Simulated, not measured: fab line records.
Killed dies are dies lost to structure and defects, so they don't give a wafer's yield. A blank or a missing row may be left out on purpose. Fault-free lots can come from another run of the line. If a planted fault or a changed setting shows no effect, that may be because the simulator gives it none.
Chamber matching | flow n5-finfet | rie-diel-01 running N5_BEOL_M5_DESCUM_33: 4 sister chambers
The step chemistry O2, time 7 s. 16 wafers are shown with their chamber, then 8 later ones without.

WAFERS, EACH WITH ITS CHAMBER
wafer  | chamber | showerhead-plenum-p-Torr (Torr) | throttle-valve-pct (%) | oes-product-au (a.u.)
L078.1 | 1       | 2.08                            | 20.56                  | 0.72
L078.4 | 2       | 2.00                            | 20.28                  | 0.75
L078.6 | 1       | 2.08                            | 20.56                  | 0.73
L084.1 | 2       | 1.99                            | 20.35                  | 0.73
L084.3 | 1       | 2.07                            | 20.57                  | 0.72
L084.4 | 2       | 1.99                            | 20.32                  | 0.74
L085.1 | 2       | 1.99                            | 20.32                  | 0.73
L085.2 | 3       | 2.08                            | 20.50                  | 0.71
L085.6 | 1       | 2.07                            | 20.58                  | 0.72
L088.3 | 0       | 2.08                            | 20.55                  | 0.68
L088.5 | 1       | 2.07                            | 20.59                  | 0.72
L088.6 | 2       | 1.99                            | 20.36                  | 0.72
L091.1 | 1       | 2.07                            | 20.61                  | 0.70
L091.2 | 3       | 2.07                            | 20.52                  | 0.70
L091.6 | 2       | 1.98                            | 20.36                  | 0.73
L093.1 | 0       | 2.08                            | 20.06                  | 1.00

SIGNATURES, as means of the wafers listed above
reading                  | chamber 0 | chamber 1 | chamber 2 | chamber 3 | scatter within a chamber
showerhead-plenum-p-Torr | 2.0800    | 2.0733    | 1.9900    | 2.0750    | 0.00565
throttle-valve-pct       | 20.3050   | 20.5783   | 20.3317   | 20.5100   | 0.103
oes-product-au           | 0.8400    | 0.7183    | 0.7333    | 0.7050    | 0.066
Rule: distance of a wafer from a chamber = root of the sum over the readings of ((wafer's reading minus chamber's mean) / reading's scatter) squared. The wafer belongs to the nearest chamber; if the next one is less than 2 further off, it can't be placed. How the scatter is found: for the shown wafers, subtract from each reading the mean of its chamber, square and add these, divide the total by (wafers less chambers), then take the root.

WAFERS MISSING THEIR CHAMBER
wafer  | showerhead-plenum-p-Torr (Torr) | throttle-valve-pct (%) | oes-product-au (a.u.)
L093.2 | 2.07                            | 20.52                  | 0.70
L093.3 | 1.98                            | 20.37                  | 0.72
L095.1 | 2.06                            | 20.61                  | 0.69
L095.3 | 2.07                            | 20.54                  | 0.69
L095.6 | 1.98                            | 20.37                  | 0.71
L097.1 | 2.08                            | 20.09                  | 0.96
L097.3 | 1.98                            | 20.36                  | 0.71
L097.6 | 2.07                            | 20.55                  | 0.69

THE CHAMBER EACH PASSED THROUGH
wafer  | from the rows above     | in truth
L093.2 | can't be placed: 1 or 3 | 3
L093.3 | 2                       | 2
L095.1 | can't be placed: 1 or 3 | 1
L095.3 | can't be placed: 1 or 3 | 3
L095.6 | 2                       | 2
L097.1 | 0                       | 0
L097.3 | 2                       | 2
L097.6 | can't be placed: 1 or 3 | 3
Placed correctly: 4 of 8. Can't be placed from these rows: 4 (the true chamber is among the candidates in 4). 0 placed wrongly.
